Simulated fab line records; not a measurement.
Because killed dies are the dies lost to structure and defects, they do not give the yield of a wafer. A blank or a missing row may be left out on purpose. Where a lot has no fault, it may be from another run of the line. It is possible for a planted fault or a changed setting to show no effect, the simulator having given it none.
What tool caused it?    flow nand harc    7 lots, 21 wafers sampled, at 1 step of a route of 1159

## WHAT THE GAUGES SHOWED, per wafer
NHARC_A_M0_INSPECT_27.
lot   measured      on                 raw defect count
L156  day 18 03:38  defect inspect-02  351 410 361
L158  day 19 00:33  defect inspect-01  346 359 290
L162  day 19 06:28  defect inspect-01  362 282 277
L165  day 20 07:40  defect inspect-01  347 437 330
L168  day 20 22:05  defect inspect-02  477 446 318
L170  day 21 16:28  defect inspect-01  449 339 314
L175  day 22 19:47  defect inspect-02  345 450 498

## EACH LOT AND THE TOOL THAT RAN IT (in order: tool; ch and the chambers of the sampled wafers; start)
No process step before these readings appears in the record.

## THE ANSWER, worked out from the rows above alone
Rule: the lots themselves supply what counts as usual. The widest of any qualifying gaps counts: lots, ordered by their means at a reading, are off when they make up no more than a third of the lots, leave a main group of 4 or more, and stand apart from it by 3 or more times the standard deviation of that group's means. Not used: any main group whose means are identical at the precision the tables above print for the reading. Also off: a lot with no number at a reading for which 4 or more lots have one. All remaining lots with rows at the step are treated as sound.
Across all readings shown, no lot is off: no conclusion can be drawn from this.

## WHAT THE SIMULATOR HAD PUT IN
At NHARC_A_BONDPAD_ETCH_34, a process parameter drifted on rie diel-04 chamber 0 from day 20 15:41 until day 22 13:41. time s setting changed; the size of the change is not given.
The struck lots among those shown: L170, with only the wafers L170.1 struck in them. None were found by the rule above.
